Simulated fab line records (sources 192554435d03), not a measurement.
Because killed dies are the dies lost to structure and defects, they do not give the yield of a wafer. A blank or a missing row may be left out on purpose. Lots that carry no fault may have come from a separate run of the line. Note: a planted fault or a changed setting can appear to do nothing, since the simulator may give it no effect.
A lot that was struck, set against a sound lot    flow n5-finfet    16 out of 1938 route steps
Sound: these wafers, L595.3, L595.4, L595.6. The struck wafers were L583.1, L583.5, L583.6. At the end, the cause is stated.
Each step with rows lists, per side, the tool, then ch with its chambers, then its first start. Under that, the readings that differ: sound wafers    struck wafers    difference of the means    sigmas: that difference in standard deviations of wafers without a fault.
alike: readings whose means differ by less than 2 such deviations, and words and numbers that are the same on both sides. not compared: withheld readings, readings that some wafer has no value for, bounds like >300 that may hide the same value, and numbers for which the record gives no deviation and whose values overlap.
A row with sigmas, a row that says differs or no value, or rows on one side alone: a step with any of these is where the two part. Numbers that have no deviation but don't overlap get no sigmas and don't part them. A reading that every wafer of one side lacks parts them only if that side has two wafers or more.

N5_BEOL_M1_ANNEAL_80: time 240 s.
  sound on pvd-sputter-03 at day 10 19:54; struck on pvd-sputter-02 at day 8 01:00
  alike: heater-power-w, susceptor-temp-C
then, 3 steps without rows for these wafers: N5_BEOL_M1_SPUTTER_81 (material Cu, target thk 4.5 nm, time 8.29 s); N5_BEOL_M1_ANNEAL_82 (time 240 s); N5_BEOL_M1_SPUTTER_86 (material Cu, target thk 4.5 nm, time 8.29 s).
N5_BEOL_M1_ANNEAL_87: time 240 s.
  sound on pvd-sputter-03 at day 10 20:20; struck on pvd-sputter-02 at day 8 01:26
  alike: heater-power-w, susceptor-temp-C
then, 2 steps without rows for these wafers: N5_BEOL_M1_SPUTTER_88 (material Cu, target thk 4.5 nm, time 8.29 s); N5_BEOL_M1_ANNEAL_89 (time 240 s).
N5_BEOL_M1_SPUTTER_90: material Cu, target thk 4.5 nm, time 8.29 s.
  sound on pvd-sputter-03 at day 10 20:42; struck on pvd-sputter-02 at day 8 01:48
  alike: throttle-valve-pct
N5_BEOL_M1_ANNEAL_91: time 240 s.
  sound on pvd-sputter-03 at day 10 20:47; struck on pvd-sputter-02 at day 8 01:53
  alike: heater-power-w, susceptor-temp-C
then, 2 steps without rows for these wafers: N5_BEOL_M1_SPUTTER_92 (material Cu, target thk 4.5 nm, time 8.29 s); N5_BEOL_M1_ANNEAL_93 (time 240 s).
N5_BEOL_M1_SPUTTER_94: material Cu, target thk 4.5 nm, time 8.29 s.
  sound on pvd-sputter-03 at day 10 21:08; struck on pvd-sputter-02 at day 8 02:14
  alike: throttle-valve-pct
N5_BEOL_M1_ANNEAL_95: time 240 s.
  sound on pvd-sputter-03 at day 10 21:13; struck on pvd-sputter-02 at day 8 02:19
  no value came back on the struck wafers for heater-power-w (W), susceptor-temp-C (C); on the sound wafers heater-power-w (W) reads 1004 814 879
then, 1 step without rows for these wafers: N5_BEOL_M1_SPUTTER_96 (material Cu, target thk 4.5 nm, time 8.29 s).
N5_BEOL_M4_RC_MEAS_101:
  sound on prober-02 ch 0, day 12 06:36; struck on prober-01 ch 0, day 9 10:08
  alike: DIBL_N, DIBL_P, IOFF_N, IOFF_P, ION_N, ION_P, SS_N, SS_P, VT_N, VT_P
-- record jumps: 4 days separate the struck wafers' starts on either side; left off in module BEOL_M4, taken up again in module PASSIVATION, whose first shown step is the route's number 1936 --
N5_PASSIVATION_PROBE_49:
  record: rows for the struck wafers here (prober-01, day 13 19:35), none for the sound ones

## WHERE THEY PART
Earliest at N5_BEOL_M1_ANNEAL_95; latest, in this record, at N5_PASSIVATION_PROBE_49.

WHY: what the simulator had put in
Entire step skipped (pvd-sputter-02, N5_BEOL_M1_ANNEAL_95), from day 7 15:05 onward. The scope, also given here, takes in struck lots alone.
